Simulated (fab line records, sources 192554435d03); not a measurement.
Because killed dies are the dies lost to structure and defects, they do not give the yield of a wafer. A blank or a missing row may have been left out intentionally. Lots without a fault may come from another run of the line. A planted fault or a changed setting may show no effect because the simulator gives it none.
Chamber matching + flow n5-finfet + N5_BEOL_M2_STRIP_36 on rie-diel-06 has 4 sister chambers
The step strips in N2/H2. 14 wafers are shown with their chamber, then 7 later ones without.

## WAFERS PAIRED WITH THEIR CHAMBERS
| wafer  | chamber | showerhead-plenum-p-Torr (Torr) | throttle-valve-pct (%) | oes-product-au (a.u.) |
|--------|---------|---------------------------------|------------------------|-----------------------|
| L074.1 | 3       | 2.64                            | 23.49                  | 0.75                  |
| L074.2 | 1       | 2.51                            | 23.65                  | 0.70                  |
| L074.3 | 0       | 2.66                            | 23.69                  | 0.77                  |
| L076.1 | 0       | 2.65                            | 23.71                  | 0.76                  |
| L076.2 | 3       | 2.64                            | 23.49                  | 0.75                  |
| L076.4 | 2       | 2.50                            | 23.70                  | 0.71                  |
| L080.2 | 3       | 2.64                            | 23.51                  | 0.76                  |
| L080.5 | 3       | 2.64                            | 23.48                  | 0.74                  |
| L080.6 | 2       | 2.50                            | 23.36                  | 0.97                  |
| L083.1 | 3       | 2.63                            | 23.48                  | 0.73                  |
| L083.3 | 0       | 2.65                            | 23.74                  | 0.75                  |
| L083.5 | 0       | 2.65                            | 23.74                  | 0.73                  |
| L092.1 | 2       | 2.49                            | 23.38                  | 0.89                  |
| L092.2 | 0       | 2.64                            | 23.76                  | 0.73                  |

SIGNATURES, as means of the wafers listed above
| reading                  | chamber 0 | chamber 1 | chamber 2 | chamber 3 | scatter within a chamber |
|--------------------------|-----------|-----------|-----------|-----------|--------------------------|
| showerhead-plenum-p-Torr | 2.6500    | 2.5100    | 2.4967    | 2.6380    | 0.00589                  |
| throttle-valve-pct       | 23.7280   | 23.6500   | 23.4800   | 23.4900   | 0.0875                   |
| oes-product-au           | 0.7480    | 0.7000    | 0.8567    | 0.7460    | 0.061                    |
Rule: distance of a wafer from a chamber = root of the sum over the readings of ((wafer's reading minus chamber's mean) / reading's scatter) squared. The wafer belongs to the nearest chamber; if the next one is less than 2 further off, it can't be placed. How the scatter is found: for the shown wafers, subtract from each reading the mean of its chamber, square and add these, divide the total by (wafers less chambers), then take the root.

## WAFERS MISSING THEIR CHAMBER
| wafer  | showerhead-plenum-p-Torr (Torr) | throttle-valve-pct (%) | oes-product-au (a.u.) |
|--------|---------------------------------|------------------------|-----------------------|
| L092.3 | 2.63                            | 23.53                  | 0.73                  |
| L095.1 | 2.48                            | 23.39                  | 0.88                  |
| L095.2 | 2.62                            | 23.55                  | 0.72                  |
| L095.3 | 2.63                            | 23.74                  | 0.73                  |
| L095.4 | 2.62                            | 23.54                  | 0.72                  |
| L095.5 | 2.64                            | 23.77                  | 0.73                  |
| L095.6 | 2.48                            | 23.37                  | 0.88                  |

## CHAMBER TAKEN BY EACH
| wafer  | from the rows above     | in truth |
|--------|-------------------------|----------|
| L092.3 | 3                       | 3        |
| L095.1 | 2                       | 2        |
| L095.2 | 3                       | 3        |
| L095.3 | can't be placed: 3 or 0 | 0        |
| L095.4 | 3                       | 3        |
| L095.5 | can't be placed: 0 or 3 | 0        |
| L095.6 | 2                       | 2        |
Correctly placed: 5 of 7. From these rows, 2 cannot be placed; in 2 the true chamber is one of the candidates. Wrongly placed: 0.
